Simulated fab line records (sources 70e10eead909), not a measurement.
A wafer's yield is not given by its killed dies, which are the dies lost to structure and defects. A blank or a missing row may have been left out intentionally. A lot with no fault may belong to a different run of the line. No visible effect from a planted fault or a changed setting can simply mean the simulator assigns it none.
fab line records	flow nandHarc
record lots=24	wafers=72	lastDay=33
route steps=1302 shown P_M1@312 P_M2@332 P_BONDPAD@353
lots that met no fault: taken from a fault-free run of the same line
startH: hours from the record's first day to the start of the lot's first wafer shown	waitH: hours from the lot's prior step to this one	" identical to the entry in the row above	L1.1+2: several wafers, shown together as one row	- no value, or no start was given	* or withheld: withheld	< > ~ a bound
route shown NAME@n: a module of which the file shows steps, and the number in the route of the first	usual: the fault-free wafers' mean and standard deviation	same: alike in all rows	chamber/n: place in a boat	sites: the reading at each site	_std_site: standard deviation across them	_edge_site: outer sites' mean less inner sites'	radiusMm: how far each site lies from the wafer's centre	mask NAME#n: copy n	behind: the most recent tool/chamber to have shaped the wafer	hold: what put the lot on hold/how long, in hours/how the hold closed	device: names the non-switching transistor (n, p or np)	end of line: tests of these same wafers at the route's end	a step without rows: its recipe alone	killed: dies that structure and defects cost at the first sort, which is not the same as the wafer's yield	map: a wafer's dies, marking killed ones x, the rest . and places with no die _
set.NAME: the setting that was run; set.NAME@STEP: the one run at that earlier step	model.NAME: the simulator's own value behind a step, which no gauge read
the route's steps for a sample of lots (tables are steps, rows are wafers)
services: from which hour (startH, from the record's first day; less than 0 if before it) a tool's chamber was out of use, for how many hours, and why
## steps
# step NHARC_P_M1_THK_MEAS_24
# recipe thkMeasGauge=xrf
# usual thkNm=158.2/1.7
lot.wafer	tool	chamber	startH	waitH	thkNm
L074.1	filmMetro-01	-	132.51	-	155.3
L074.2	"	-	"	"	159.1
L074.5	"	-	"	"	156.5
L075.1	filmMetro-02	-	135.65	-	155.4
L075.2	"	-	"	"	159.7
L075.5	"	-	"	"	157.8
L076.1	filmMetro-02	-	147.39	-	157.0
L076.3	"	-	"	"	161.4
L076.6	"	-	"	"	156.4
L077.1	filmMetro-01	-	158.72	-	158.4
L077.2	"	-	"	"	159.5
L077.5	"	-	"	"	157.8
L078.4	filmMetro-02	-	170.64	-	156.3
L078.5	"	-	"	"	159.2
L078.6	"	-	"	"	159.9
L079.3	filmMetro-01	-	175.93	-	157.6
L079.4	"	-	"	"	161.1
L079.6	"	-	"	"	160.0
L080.2	filmMetro-01	-	193.26	-	157.6
L080.4	"	-	"	"	158.4
L080.5	"	-	"	"	159.7
L081.2	filmMetro-02	-	203.03	-	157.4
L081.4	"	-	"	"	161.2
L081.5	"	-	"	"	159.6
L082.2	filmMetro-01	-	208.72	-	160.8
L082.4	"	-	"	"	158.4
L082.6	"	-	"	"	157.7
L083.2	filmMetro-02	-	226.54	-	157.9
L083.3	"	-	"	"	156.7
L083.5	"	-	"	"	156.1
L084.1	filmMetro-02	-	230.86	-	157.3
L084.2	"	-	"	"	160.2
L084.3	"	-	"	"	155.8
L085.1	filmMetro-01	-	234.51	-	157.7
L085.3	"	-	"	"	158.8
L085.6	"	-	"	"	159.5
L086.2	filmMetro-02	-	245.79	-	159.2
L086.4	"	-	"	"	161.0
L086.6	"	-	"	"	157.4
L087.1	filmMetro-01	-	257.31	-	156.3
L087.2	"	-	"	"	160.0
L087.6	"	-	"	"	159.2
L089.2	filmMetro-02	-	275.99	-	160.7
L089.4	"	-	"	"	160.1
L089.5	"	-	"	"	159.1
L088.3	filmMetro-02	-	278.36	-	157.2
L088.5	"	-	"	"	158.4
L088.6	"	-	"	"	159.4
L090.1	filmMetro-02	-	295.80	-	159.3
L090.2	"	-	"	"	162.2
L090.3	"	-	"	"	157.1
L091.2	filmMetro-02	-	298.10	-	162.4
L091.3	"	-	"	"	155.5
L091.6	"	-	"	"	158.1
L092.1	filmMetro-01	-	308.18	-	158.9
L092.3	"	-	"	"	155.6
L092.5	"	-	"	"	158.3
L093.3	filmMetro-02	-	317.63	-	157.3
L093.5	"	-	"	"	156.9
L093.6	"	-	"	"	157.5
L094.1	filmMetro-01	-	333.09	-	159.0
L094.4	"	-	"	"	157.4
L094.5	"	-	"	"	163.0
L095.1	filmMetro-01	-	336.78	-	156.5
L095.4	"	-	"	"	158.9
L095.5	"	-	"	"	159.0
L096.4	filmMetro-02	-	350.17	-	159.3
L096.5	"	-	"	"	158.5
L096.6	"	-	"	"	157.0
L097.1	filmMetro-01	-	360.25	-	159.0
L097.3	"	-	"	"	155.9
L097.4	"	-	"	"	157.1
# step NHARC_P_M1_DEP_33
# recipe targetThkA=300	tempC=370	targetThkNm=30	pressureTorr=3	flowSccm=200	rfW=450	material=SiCN
# usual heaterPowerW=592/60
lot.wafer	tool	chamber	startH	waitH	heaterPowerW
L074.2	pecvd-04	1	132.82	0.1	686
L074.1	"	2	"	"	650
L074.5	"	1	"	"	705
L075.2	pecvd-04	2	135.96	0.1	646
L075.1	"	0	"	"	662
L075.5	"	1	"	"	661
L076.3	pecvd-01	2	147.74	0.1	540
L076.1	"	0	"	"	519
L076.6	"	0	"	"	541
L077.2	pecvd-04	0	159.03	0.1	578
L077.1	"	2	"	"	601
L077.5	"	2	"	"	583
L078.4	pecvd-03	2	171.09	0.2	662
L078.6	"	0	"	"	534
L078.5	"	1	"	"	615
L079.3	pecvd-01	0	176.32	0.1	529
L079.4	"	2	"	"	570
L079.6	"	0	"	"	539
L080.2	pecvd-04	2	193.61	0.1	617
L080.5	"	1	"	"	708
L080.4	"	0	"	"	561
L081.2	pecvd-03	2	203.33	0.1	604
L081.5	"	2	"	"	592
L081.4	"	1	"	"	579
L082.2	pecvd-01	0	209.02	0.1	483
L082.4	"	0	"	"	500
L082.6	"	2	"	"	540
L083.2	pecvd-01	0	226.84	0.1	533
L083.3	"	1	"	"	483
L083.5	"	2	"	"	513
L084.2	pecvd-01	2	231.17	0.1	521
L084.3	"	0	"	"	574
L084.1	"	1	"	"	563
L085.3	pecvd-04	2	234.86	0.1	691
L085.1	"	0	"	"	583
L085.6	"	2	"	"	709
L086.2	pecvd-01	0	246.14	0.1	528
L086.4	"	2	"	"	580
L086.6	"	1	"	"	559
L087.2	pecvd-03	0	257.61	0.1	586
L087.1	"	2	"	"	607
L087.6	"	1	"	"	648
L089.2	pecvd-03	0	276.33	0.1	669
L089.5	"	2	"	"	597
L089.4	"	0	"	"	659
L088.3	pecvd-01	1	278.71	0.1	485
L088.5	"	0	"	"	548
L088.6	"	1	"	"	490
L090.2	pecvd-03	1	296.10	0.1	590
L090.1	"	2	"	"	653
L090.3	"	0	"	"	602
L091.3	pecvd-04	0	298.41	0.1	628
L091.2	"	2	"	"	596
L091.6	"	2	"	"	604
L092.3	pecvd-04	2	308.53	0.1	623
L092.1	"	0	"	"	689
L092.5	"	2	"	"	644
L093.3	pecvd-04	2	317.98	0.1	636
L093.6	"	1	"	"	617
L093.5	"	0	"	"	682
L094.1	pecvd-04	2	333.39	0.1	604
L094.5	"	2	"	"	613
L094.4	"	0	"	"	647
L095.1	pecvd-03	1	337.09	0.1	598
L095.4	"	2	"	"	556
L095.5	"	0	"	"	654
L096.4	pecvd-03	2	350.60	0.2	675
L096.6	"	0	"	"	619
L096.5	"	1	"	"	658
L097.3	pecvd-01	0	360.59	0.1	461
L097.1	"	1	"	"	547
L097.4	"	2	"	"	509
# step NHARC_P_M2_ETCH_35
# recipe targetDepthA=400	overetchA=120	timeS=43.94	ionEnergyEv=200	n2FlowSccm=150	h2FlowSccm=150	arFlowSccm=0	rfW=400	biasW=150	chemistry=N2/H2
# usual drypumpMotorCurrentA=5.8/0.41	oesProductAu=0.995/0.013	rfVppV=429.2/2.1	showerheadPlenumPTorr=2.00/0.065	throttleValvePct=14.173/0.0092
lot.wafer	tool	chamber	startH	waitH	drypumpMotorCurrentA	oesProductAu	rfHoursCounterH	rfVppV	showerheadPlenumPTorr	throttleValvePct
L074.1	rieDiel-04	2	134.31	0.1	4.6	0.977	8.0	427.7	1.92	14.178
L074.2	"	1	"	"	6.1	1.005	8.3	433.5	2.14	14.180
L074.5	"	3	"	"	5.9	1.005	-	433.6	2.10	14.195
L075.2	rieDiel-04	0	137.46	0.1	5.7	1.000	8.1	428.4	2.02	14.175
L075.1	"	2	"	"	4.8	0.982	8.1	427.0	1.92	14.170
L075.5	"	0	"	"	5.7	1.008	-	430.0	2.02	14.186
L076.1	rieDiel-10	2	149.10	0.1	5.2	0.972	1.7	429.7	2.02	14.171
L076.3	"	0	"	"	5.8	1.004	2.8	432.7	2.08	14.162
L076.6	"	2	"	"	5.2	0.974	-	429.3	2.02	14.177
L077.2	rieDiel-10	0	160.55	0.1	5.8	1.017	2.9	431.6	2.08	14.160
L077.1	"	3	"	"	6.4	1.014	2.8	432.5	2.09	14.161
L077.5	"	0	"	"	5.8	1.004	-	431.1	2.08	14.170
L078.4	rieDiel-08	3	172.49	0.1	5.5	1.001	8.4	430.1	1.98	14.176
L078.5	"	2	"	"	6.2	0.985	-	427.2	1.92	14.186
L078.6	"	3	"	"	5.5	1.006	-	429.6	1.98	14.168
L079.3	rieDiel-08	1	177.64	0.1	5.9	0.976	9.3	427.6	2.01	14.183
L079.4	"	3	"	"	5.5	0.995	8.6	428.6	1.98	14.180
L079.6	"	1	"	"	5.9	0.973	-	430.2	2.01	14.164
L080.2	rieDiel-04	2	195.12	0.1	4.7	0.995	0.3	429.4	1.92	14.161
L080.5	"	0	"	"	5.7	1.003	-	430.3	2.02	14.188
L080.4	"	3	"	"	5.9	0.996	-	431.3	2.10	14.171
L081.2	rieDiel-10	1	204.85	0.1	5.7	0.990	6.9	426.8	1.92	14.174
L081.4	"	0	"	"	5.9	1.011	6.0	430.2	2.08	14.167
L081.5	"	1	"	"	5.7	0.989	-	427.0	1.92	14.164
L082.4	rieDiel-08	1	210.54	0.1	5.9	0.989	0.3	429.7	2.01	14.173
L082.2	"	2	"	"	6.2	0.980	0.5	425.3	1.92	14.168
L082.6	"	2	"	"	6.2	0.993	-	427.6	1.92	14.170
L083.3	rieDiel-04	2	228.28	0.1	4.7	0.991	3.1	427.7	1.92	14.178
L083.2	"	3	"	"	5.9	0.988	2.9	432.4	2.10	14.179
L083.5	"	2	"	"	4.7	0.990	-	427.0	1.92	14.168
L084.1	rieDiel-08	2	232.54	0.1	6.2	0.976	1.3	427.1	1.92	14.187
L084.2	"	0	"	"	6.0	0.977	1.7	428.2	1.97	14.172
L084.3	"	1	"	"	5.8	0.982	1.4	429.4	2.01	14.185
L085.3	rieDiel-04	0	236.34	0.1	5.7	1.002	2.8	430.7	2.02	14.193
L085.1	"	2	"	"	4.7	1.020	3.4	427.6	1.92	14.161
L085.6	"	0	"	"	5.7	1.007	-	429.2	2.02	14.165
L086.4	rieDiel-08	1	247.61	0.1	5.9	0.985	1.9	429.0	2.01	14.181
L086.2	"	3	"	"	5.5	0.993	2.3	427.3	1.98	14.175
L086.6	"	1	"	"	5.9	0.986	-	428.0	2.01	14.169
L087.1	rieDiel-08	2	259.14	0.1	6.2	0.982	2.7	426.1	1.92	14.163
L087.2	"	3	"	"	5.5	0.988	2.8	428.3	1.98	14.175
L087.6	"	1	"	"	5.9	0.983	-	430.2	2.01	14.189
L089.4	rieDiel-08	1	277.82	0.1	5.9	0.986	3.6	429.9	2.01	14.172
L089.2	"	2	"	"	6.2	0.981	3.4	425.6	1.92	14.172
L089.5	"	1	"	"	5.9	0.989	-	428.9	2.01	14.172
L088.3	rieDiel-10	1	280.23	0.1	5.7	1.024	1.2	426.2	1.92	14.177
L088.5	"	2	"	"	5.2	1.010	-	428.9	2.01	14.170
L088.6	"	3	"	"	6.3	1.006	-	431.9	2.09	14.183
L090.3	rieDiel-10	1	297.62	0.1	5.7	1.002	1.6	427.4	1.92	14.174
L090.2	"	2	"	"	5.2	0.989	2.2	429.8	2.01	14.183
L090.1	"	0	"	"	5.8	1.026	2.0	431.5	2.08	14.176
L091.2	rieDiel-04	2	299.94	0.1	4.7	1.027	6.0	426.9	1.92	14.163
L091.3	"	3	"	"	5.9	1.001	6.0	431.2	2.10	14.165
L091.6	"	1	"	"	6.1	0.987	-	433.6	2.13	14.160
L092.3	rieDiel-08	1	310.02	0.1	5.9	0.982	4.7	430.8	2.01	14.178
L092.1	"	3	"	"	5.5	0.998	4.9	428.3	1.98	14.171
L092.5	"	0	"	"	5.9	0.985	-	429.1	1.97	14.163
L093.3	rieDiel-08	3	319.33	0.1	5.5	1.002	5.0	429.6	1.98	14.181
L093.5	"	3	"	"	5.5	1.007	-	428.6	1.98	14.188
L093.6	"	0	"	"	6.0	0.980	-	428.4	1.97	14.161
L094.4	rieDiel-08	3	334.76	0.1	5.5	0.995	5.6	428.9	1.98	14.165
L094.1	"	0	"	"	5.9	0.992	5.9	427.4	1.97	14.173
L094.5	"	3	"	"	5.5	0.994	-	427.9	1.98	14.167
L095.4	rieDiel-10	3	338.59	0.1	6.4	1.015	4.4	430.8	2.09	14.180
L095.1	"	1	"	"	5.6	1.001	3.9	426.1	1.92	14.155
L095.5	"	3	"	"	6.3	1.014	-	432.3	2.09	14.182
L096.4	rieDiel-08	0	351.87	0.1	5.9	0.989	6.4	427.1	1.97	14.173
L096.5	"	0	"	"	5.9	0.994	-	428.3	1.97	14.165
L096.6	"	1	"	"	5.8	0.998	-	429.4	2.01	14.163
L097.1	rieDiel-08	0	362.08	0.1	6.0	0.986	6.9	429.1	1.97	14.155
L097.4	"	1	"	"	5.9	0.997	6.7	430.1	2.01	14.184
L097.3	"	2	"	"	6.2	0.985	6.5	426.4	1.92	14.178
# step NHARC_P_BONDPAD_THK_MEAS_33
# recipe thkMeasGauge=ellipsometry
# usual thkNm=199.9/1.6
lot.wafer	tool	chamber	startH	waitH	thkNm
L074.1	filmMetro-01	-	138.00	0.2	200.0
L074.2	"	-	"	"	197.4
L074.5	"	-	"	"	198.0
L075.1	filmMetro-02	-	141.16	0.2	200.3
L075.2	"	-	"	"	201.8
L075.5	"	-	"	"	198.7
L076.1	filmMetro-01	-	153.03	0.2	198.6
L076.3	"	-	"	"	199.6
L076.6	"	-	"	"	200.7
L077.1	filmMetro-01	-	164.42	0.2	201.3
L077.2	"	-	"	"	200.9
L077.5	"	-	"	"	200.3
L078.4	filmMetro-01	-	176.31	0.2	198.9
L078.5	"	-	"	"	200.6
L078.6	"	-	"	"	200.7
L079.3	filmMetro-02	-	181.34	0.2	199.5
L079.4	"	-	"	"	200.0
L079.6	"	-	"	"	200.7
L080.2	filmMetro-02	-	198.86	0.2	200.4
L080.4	"	-	"	"	199.3
L080.5	"	-	"	"	202.7
L081.2	filmMetro-01	-	210.12	0.1	200.3
L081.4	"	-	"	"	199.2
L081.5	"	-	"	"	200.2
L082.2	filmMetro-01	-	214.67	0.2	199.0
L082.4	"	-	"	"	200.1
L082.6	"	-	"	"	203.3
L083.2	filmMetro-01	-	232.02	0.2	201.8
L083.3	"	-	"	"	199.4
L083.5	"	-	"	"	200.3
L084.1	filmMetro-02	-	236.24	0.2	201.2
L084.2	"	-	"	"	200.8
L084.3	"	-	"	"	200.7
L085.1	filmMetro-02	-	240.04	0.2	199.9
L085.3	"	-	"	"	203.0
L085.6	"	-	"	"	198.2
L086.2	filmMetro-01	-	251.54	0.2	196.4
L086.4	"	-	"	"	202.1
L086.6	"	-	"	"	200.4
L087.1	filmMetro-01	-	262.84	0.2	200.1
L087.2	"	-	"	"	199.7
L087.6	"	-	"	"	199.7
L089.2	filmMetro-02	-	281.52	0.2	201.2
L089.4	"	-	"	"	199.1
L089.5	"	-	"	"	196.6
L088.3	filmMetro-01	-	283.93	0.2	200.7
L088.5	"	-	"	"	201.5
L088.6	"	-	"	"	196.5
L090.1	filmMetro-01	-	301.34	0.2	199.1
L090.2	"	-	"	"	199.2
L090.3	"	-	"	"	198.5
L091.2	filmMetro-02	-	303.67	0.2	198.9
L091.3	"	-	"	"	202.6
L091.6	"	-	"	"	200.5
L092.1	filmMetro-02	-	313.72	0.2	200.0
L092.3	"	-	"	"	198.5
L092.5	"	-	"	"	197.0
L093.3	filmMetro-02	-	323.37	0.2	198.8
L093.5	"	-	"	"	201.8
L093.6	"	-	"	"	197.9
L094.1	filmMetro-01	-	338.48	0.1	200.8
L094.4	"	-	"	"	198.9
L094.5	"	-	"	"	197.3
L095.1	filmMetro-02	-	342.29	0.2	199.8
L095.4	"	-	"	"	201.9
L095.5	"	-	"	"	200.1
L096.4	filmMetro-02	-	355.60	0.2	200.6
L096.5	"	-	"	"	201.4
L096.6	"	-	"	"	204.4
L097.1	filmMetro-02	-	366.09	0.2	199.8
L097.3	"	-	"	"	199.9
L097.4	"	-	"	"	199.1
# step NHARC_P_BONDPAD_OVL_MEAS_38
# usual overlayXNm=-1/4	overlayYNm=0/5.7
lot.wafer	tool	chamber	startH	waitH	overlayXNm	overlayYNm
L074.1	overlay-02	-	138.66	-	4	2
L074.2	"	-	"	"	3	1
L074.5	"	-	"	"	4	1
L075.1	overlay-01	-	141.81	-	-1	8
L075.2	"	-	"	"	0	8
L075.5	"	-	"	"	0	8
L076.1	overlay-01	-	153.68	-	2	-13
L076.3	"	-	"	"	2	-13
L076.6	"	-	"	"	2	-13
L077.1	overlay-01	-	165.08	-	3	0
L077.2	"	-	"	"	2	0
L077.5	"	-	"	"	2	0
L078.4	overlay-01	-	176.84	-	-6	2
L078.5	"	-	"	"	-6	3
L078.6	"	-	"	"	-6	1
L079.3	overlay-02	-	182.00	-	0	-2
L079.4	"	-	"	"	0	-2
L079.6	"	-	"	"	0	-2
L080.2	overlay-02	-	199.39	-	6	7
L080.4	"	-	"	"	6	7
L080.5	"	-	"	"	5	7
L081.2	overlay-01	-	210.65	-	-3	-5
L081.4	"	-	"	"	-2	-5
L081.5	"	-	"	"	-3	-4
L082.2	overlay-01	-	215.19	-	-3	1
L082.4	"	-	"	"	-3	0
L082.6	"	-	"	"	-3	1
L083.2	overlay-02	-	232.68	-	-7	-4
L083.3	"	-	"	"	-7	-4
L083.5	"	-	"	"	-7	-4
L084.1	overlay-01	-	236.77	-	-3	-1
L084.2	"	-	"	"	-4	-1
L084.3	"	-	"	"	-3	-1
L085.1	overlay-02	-	240.57	-	3	-6
L085.3	"	-	"	"	3	-7
L085.6	"	-	"	"	2	-6
L086.2	overlay-01	-	252.08	-	3	10
L086.4	"	-	"	"	3	9
L086.6	"	-	"	"	3	9
L087.1	overlay-02	-	263.37	-	7	-7
L087.2	"	-	"	"	8	-7
L087.6	"	-	"	"	8	-8
L089.2	overlay-02	-	282.05	-	-2	0
L089.4	"	-	"	"	-2	-1
L089.5	"	-	"	"	-2	-1
L088.3	overlay-02	-	284.58	-	3	2
L088.5	"	-	"	"	3	2
L088.6	"	-	"	"	2	3
L090.1	overlay-01	-	301.99	-	-1	1
L090.2	"	-	"	"	0	1
L090.3	"	-	"	"	-1	2
L091.2	overlay-01	-	304.33	-	3	5
L091.3	"	-	"	"	3	4
L091.6	"	-	"	"	3	4
L092.1	overlay-01	-	314.37	-	-4	2
L092.3	"	-	"	"	-3	2
L092.5	"	-	"	"	-4	3
L093.3	overlay-01	-	323.90	-	-1	-10
L093.5	"	-	"	"	-1	-10
L093.6	"	-	"	"	-1	-10
L094.1	overlay-01	-	339.01	-	-2	3
L094.4	"	-	"	"	-3	4
L094.5	"	-	"	"	-2	3
L095.1	overlay-02	-	342.95	-	-1	6
L095.4	"	-	"	"	-1	6
L095.5	"	-	"	"	-1	6
L096.4	overlay-01	-	356.26	-	-9	-8
L096.5	"	-	"	"	-9	-8
L096.6	"	-	"	"	-10	-8
L097.1	overlay-02	-	366.74	-	-4	4
L097.3	"	-	"	"	-4	4
L097.4	"	-	"	"	-4	4
# step NHARC_P_BONDPAD_CD_MEAS_13
# usual cdNm=499/3.3
lot.wafer	tool	chamber	startH	waitH	cdNm
L074.1	cdSem-01	-	139.09	-	497
L074.2	"	-	"	"	497
L074.5	"	-	"	"	496
L075.1	cdSem-03	-	142.25	-	501
L075.2	"	-	"	"	498
L075.5	"	-	"	"	495
L076.1	cdSem-02	-	154.12	-	495
L076.3	"	-	"	"	501
L076.6	"	-	"	"	501
L077.1	cdSem-01	-	165.52	-	499
L077.2	"	-	"	"	502
L077.5	"	-	"	"	503
L078.4	cdSem-02	-	177.29	-	497
L078.5	"	-	"	"	501
L078.6	"	-	"	"	504
L079.3	cdSem-03	-	182.44	-	498
L079.4	"	-	"	"	507
L079.6	"	-	"	"	503
L080.2	cdSem-02	-	199.84	-	497
L080.4	"	-	"	"	499
L080.5	"	-	"	"	504
L081.2	cdSem-03	-	211.10	-	508
L081.4	"	-	"	"	504
L081.5	"	-	"	"	501
L082.2	cdSem-01	-	215.68	-	502
L082.4	"	-	"	"	506
L082.6	"	-	"	"	507
L083.2	cdSem-02	-	233.13	-	497
L083.3	"	-	"	"	498
L083.5	"	-	"	"	500
L084.1	cdSem-03	-	237.20	-	497
L084.2	"	-	"	"	498
L084.3	"	-	"	"	497
L085.1	cdSem-03	-	241.01	-	490
L085.3	"	-	"	"	495
L085.6	"	-	"	"	499
L086.2	cdSem-03	-	252.52	-	497
L086.4	"	-	"	"	498
L086.6	"	-	"	"	499
L087.1	cdSem-03	-	263.81	-	502
L087.2	"	-	"	"	503
L087.6	"	-	"	"	500
L089.2	cdSem-01	-	282.49	-	499
L089.4	"	-	"	"	497
L089.5	"	-	"	"	491
L088.3	cdSem-03	-	285.02	-	500
L088.5	"	-	"	"	498
L088.6	"	-	"	"	498
L090.1	cdSem-03	-	302.43	-	498
L090.2	"	-	"	"	491
L090.3	"	-	"	"	497
L091.2	cdSem-01	-	304.76	-	499
L091.3	"	-	"	"	499
L091.6	"	-	"	"	497
L092.1	cdSem-01	-	314.81	-	495
L092.3	"	-	"	"	499
L092.5	"	-	"	"	496
L093.3	cdSem-03	-	324.34	-	501
L093.5	"	-	"	"	497
L093.6	"	-	"	"	504
L094.1	cdSem-03	-	339.45	-	498
L094.4	"	-	"	"	498
L094.5	"	-	"	"	501
L095.1	cdSem-02	-	343.38	-	499
L095.4	"	-	"	"	502
L095.5	"	-	"	"	502
L096.4	cdSem-01	-	356.70	-	498
L096.5	"	-	"	"	501
L096.6	"	-	"	"	499
L097.1	cdSem-02	-	367.18	-	498
L097.3	"	-	"	"	495
L097.4	"	-	"	"	498
## services
tool	chamber	startH	hours	kind
rieDiel-04	-	109.32	0.6	repair
rieDiel-08	1	109.45	2.5	repair
rieDiel-04	3	119.95	3.8	repair
pecvd-01	-	130.07	13.0	pm
rieDiel-10	0	144.11	3.7	repair
pecvd-03	-	171.81	2.4	repair
rieDiel-10	0	172.89	3.9	repair
rieDiel-04	-	177.97	9.0	pm
pecvd-03	-	182.29	1.9	repair
pecvd-01	0	184.37	8.9	repair
pecvd-03	-	185.00	13.0	pm
rieDiel-10	1	186.70	1.3	repair
rieDiel-08	-	190.85	9.0	pm
rieDiel-04	1	191.70	5.2	repair
pecvd-01	-	213.58	1.0	repair
pecvd-04	2	216.04	6.3	repair
rieDiel-10	-	242.50	9.0	pm
pecvd-04	-	269.52	13.0	pm
rieDiel-10	-	290.26	1.4	repair
rieDiel-04	0	298.71	7.4	repair
pecvd-01	-	311.07	13.0	pm
rieDiel-04	1	339.61	9.7	repair
rieDiel-10	0	346.67	3.2	repair
rieDiel-04	-	354.97	9.0	pm
## key
fault none
